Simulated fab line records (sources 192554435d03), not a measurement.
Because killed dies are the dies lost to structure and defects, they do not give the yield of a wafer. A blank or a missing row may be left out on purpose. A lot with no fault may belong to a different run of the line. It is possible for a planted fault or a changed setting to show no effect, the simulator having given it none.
Which of the tools did it? :: flow n5_finfet :: 27 wafers from 10 lots sampled at 3 of the route's 1938 steps

WHAT THE GAUGES SHOWED, per wafer
N5_BEOL_M1_OCD_MEAS_38.
lot: L710
measured: day 7 13:29
on: ocd-02
trench_depth_nm (nm): 54.7 54.4 55.5

lot: L711
measured: day 7 16:47
on: ocd-02
trench_depth_nm (nm): 55.8 55.4 55.3

lot: L714
measured: day 8 07:59
on: ocd-02
trench_depth_nm (nm): 50.2 50.3

lot: L718
measured: day 9 12:00
on: ocd-02
trench_depth_nm (nm): 39.7 55.1

lot: L719
measured: day 9 15:09
on: ocd-01
trench_depth_nm (nm): 54.1 46.7

lot: L722
measured: day 10 11:55
on: ocd-02
trench_depth_nm (nm): 55.7 56.1 55.6

lot: L721
measured: day 10 18:03
on: ocd-01
trench_depth_nm (nm): 55.1 53.6 55.5

lot: L727
measured: day 11 21:19
on: ocd-01
trench_depth_nm (nm): 55.8 55.9 55.3

lot: L728
measured: day 12 00:55
on: ocd-02
trench_depth_nm (nm): 54.0 55.6 56.0

lot: L729
measured: day 12 08:05
on: ocd-01
trench_depth_nm (nm): 55.9 53.9 54.6

TOOL THAT RAN EACH LOT (tool first, then ch and the chambers of the sampled wafers, then the start)
lot: L710
N5_BEOL_M1_HM_DEP_02: pvd_sputter-03, day 7 03:50
N5_BEOL_M1_DESCUM_33: rie_diel-06 ch 0,1,2, day 7 08:40

lot: L711
N5_BEOL_M1_HM_DEP_02: pvd_sputter-02, day 7 11:24
N5_BEOL_M1_DESCUM_33: rie_diel-04 ch 0,3, day 7 13:23

lot: L714
N5_BEOL_M1_HM_DEP_02: pvd_sputter-02, day 7 23:51
N5_BEOL_M1_DESCUM_33: rie_diel-04 ch 0,1, day 8 01:16

lot: L718
N5_BEOL_M1_HM_DEP_02: pvd_sputter-02, day 9 08:23
N5_BEOL_M1_DESCUM_33: rie_diel-06 ch 0,2, day 9 09:47

lot: L719
N5_BEOL_M1_HM_DEP_02: pvd_sputter-02, day 9 08:29
N5_BEOL_M1_DESCUM_33: rie_diel-04 ch 0,2, day 9 09:52

lot: L722
N5_BEOL_M1_HM_DEP_02: pvd_sputter-01, day 10 06:29
N5_BEOL_M1_DESCUM_33: rie_diel-04 ch 0,2,3, day 10 08:00

lot: L721
N5_BEOL_M1_HM_DEP_02: pvd_sputter-03, day 10 11:06
N5_BEOL_M1_DESCUM_33: rie_diel-06 ch 0,3, day 10 12:48

lot: L727
N5_BEOL_M1_HM_DEP_02: pvd_sputter-02, day 11 12:17
N5_BEOL_M1_DESCUM_33: rie_diel-04 ch 0,3, day 11 13:46

lot: L728
N5_BEOL_M1_HM_DEP_02: pvd_sputter-02, day 11 21:37
N5_BEOL_M1_DESCUM_33: rie_diel-06 ch 1,2,3, day 11 23:18

lot: L729
N5_BEOL_M1_HM_DEP_02: pvd_sputter-02, day 11 22:15
N5_BEOL_M1_DESCUM_33: rie_diel-03 ch 1,2,3, day 11 23:38
- N5_BEOL_M1_HM_DEP_02: deposits TiN, target thk 20 nm.
- N5_BEOL_M1_DESCUM_33: chemistry O2, time 7 s.

THE ANSWER, worked out from the rows above alone
Rule: usual is defined by the lots themselves. The widest of any qualifying gaps counts: lots, ordered by their means at a reading, are off when they make up no more than a third of the lots, leave a main group of 4 or more, and stand apart from it by 3 or more times the standard deviation of that group's means. Not used: any main group whose means are identical at the precision the tables above print for the reading. Also off: a lot with no number at a reading for which 4 or more lots have one. Any other lot the step has rows for is counted as sound.
Off: L714, L718, L719, at N5_BEOL_M1_OCD_MEAS_38 (trench_depth_nm). The main group: mean 55.2 nm, standard deviation 0.41.
If a tool, at a process step before that reading, ran all the lots that are off and no sound lot after the first of them, it fits. Gauges at N5_BEOL_M1_OCD_MEAS_38: tried the same way as those tools. Not one of the candidates tried fits.

WHAT HAD BEEN PUT IN BY THE SIMULATOR
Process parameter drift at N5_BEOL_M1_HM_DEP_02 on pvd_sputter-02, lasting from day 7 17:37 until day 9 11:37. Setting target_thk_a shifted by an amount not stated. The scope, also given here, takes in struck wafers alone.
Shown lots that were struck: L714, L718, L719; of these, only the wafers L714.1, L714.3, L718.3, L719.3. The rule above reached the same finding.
